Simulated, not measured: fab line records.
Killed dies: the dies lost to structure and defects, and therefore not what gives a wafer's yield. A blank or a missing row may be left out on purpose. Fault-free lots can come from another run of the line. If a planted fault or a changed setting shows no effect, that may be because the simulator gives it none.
Chamber matching	flow nand_harc	NHARC_A_SLIT_ETCH_24 on rie_diel-05: 4 sister chambers
The step etches the open film in CF4/CHF3, target depth 121 nm, time 60.5 s. 16 wafers are shown with their chamber, then 8 later ones without.

## EACH WAFER AND ITS CHAMBER
wafer	chamber	drypump_motor_current_A (A)	rf_vpp_V (V)	throttle_valve_pct (%)
L076.1	0	5.5	369.5	16.800
L076.4	3	6.1	366.8	16.793
L076.5	1	6.2	369.7	16.798
L080.1	0	5.5	369.3	16.811
L080.4	3	6.1	367.0	16.808
L080.6	2	6.0	373.9	16.811
L086.2	2	6.1	373.2	16.773
L086.3	1	6.2	370.5	16.809
L086.6	3	6.1	367.0	16.808
L088.1	1	6.3	369.0	16.796
L088.4	2	6.1	374.2	16.797
L088.5	0	5.5	368.3	16.808
L091.2	0	5.5	369.4	16.807
L091.3	1	6.3	371.2	16.812
L091.6	1	6.2	370.3	16.806
L090.1	3	6.1	368.9	16.801

SIGNATURES (means of the wafers above)
reading	chamber 0	chamber 1	chamber 2	chamber 3	scatter within a chamber
drypump_motor_current_A	5.500	6.240	6.067	6.100	0.0394
rf_vpp_V	369.125	370.140	373.767	367.425	0.772
throttle_valve_pct	16.80650	16.80420	16.79367	16.80250	0.00979
Rule: a wafer lies at a distance from a chamber equal to the root of the sum of squares, over the readings, of (its reading less the chamber's mean, divided by the reading's scatter). The wafer belongs to the nearest chamber; if the next one is less than 2 further off, it can't be placed. The scatter is the square root of a quotient: the sum, over the shown wafers, of each reading's squared deviation from its chamber's mean, divided by wafers minus chambers.

## WAFERS WITH NO CHAMBER GIVEN
wafer	drypump_motor_current_A (A)	rf_vpp_V (V)	throttle_valve_pct (%)
L090.5	6.1	373.1	16.799
L090.6	6.1	366.9	16.813
L094.1	5.5	367.9	16.811
L094.2	6.1	368.2	16.794
L094.4	6.1	374.2	16.803
L097.2	5.5	369.5	16.789
L097.4	6.1	373.5	16.794
L097.5	6.1	368.5	16.800

## WHICH CHAMBER EACH WENT THROUGH
wafer	from the rows above	in truth
L090.5	2	2
L090.6	3	3
L094.1	0	0
L094.2	3	3
L094.4	2	2
L097.2	0	0
L097.4	2	2
L097.5	3	3
Correct placement for 8 of the 8. Number that these rows cannot place: 0. Number placed wrongly: 0.
